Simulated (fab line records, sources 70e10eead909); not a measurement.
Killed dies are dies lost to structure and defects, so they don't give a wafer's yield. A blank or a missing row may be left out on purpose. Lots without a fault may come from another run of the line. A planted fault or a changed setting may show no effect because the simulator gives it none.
Chamber matching | flow nand_harc | NHARC_P_CONTACT_ALD_22 on ald_metal-01: 4 sister chambers
The step deposits TiN, target thk 3 nm, pulse time 1 s, ald cycles 150. 4 wafers are shown with their chamber, then 7 later ones without.

WAFERS WITH THEIR CHAMBER
wafer  | chamber | heater_power_w (W)
L085.2 | 0       | 999
L085.5 | 1       | 1097
L086.3 | 3       | 1233
L086.4 | 2       | 1079

WAFERS WITHOUT THEIR CHAMBER
wafer  | heater_power_w (W)
L086.5 | 1094
L088.1 | 1000
L088.5 | 1067
L088.6 | 1116
L091.1 | 1243
L091.4 | 994
L091.5 | 1242

WHICH CHAMBER EACH WENT THROUGH
wafer  | from the rows above     | in truth
L086.5 | can't be placed: 1 or 2 | 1
L088.1 | 0                       | 0
L088.5 | can't be placed: 2 or 1 | 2
L088.6 | can't be placed: 1 or 2 | 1
L091.1 | 3                       | 3
L091.4 | 0                       | 0
L091.5 | 3                       | 3
Placed correctly: 4 of 7. Can't be placed from these rows: 3 (the true chamber is among the candidates in 3). Placed wrongly: 0.
How it was worked out, from the rows above alone: a wafer's distance from a chamber is the root of the sum, over the readings, of the square of ((its reading less the chamber's mean) divided by the reading's scatter). The wafer belongs to the nearest chamber; if the next one is less than 2 further off, it can't be placed. A chamber's mean is the mean of its shown wafers. The scatter: with one shown wafer a chamber, the root of the mean of the squares of how far each hidden wafer lies from its nearest shown one.
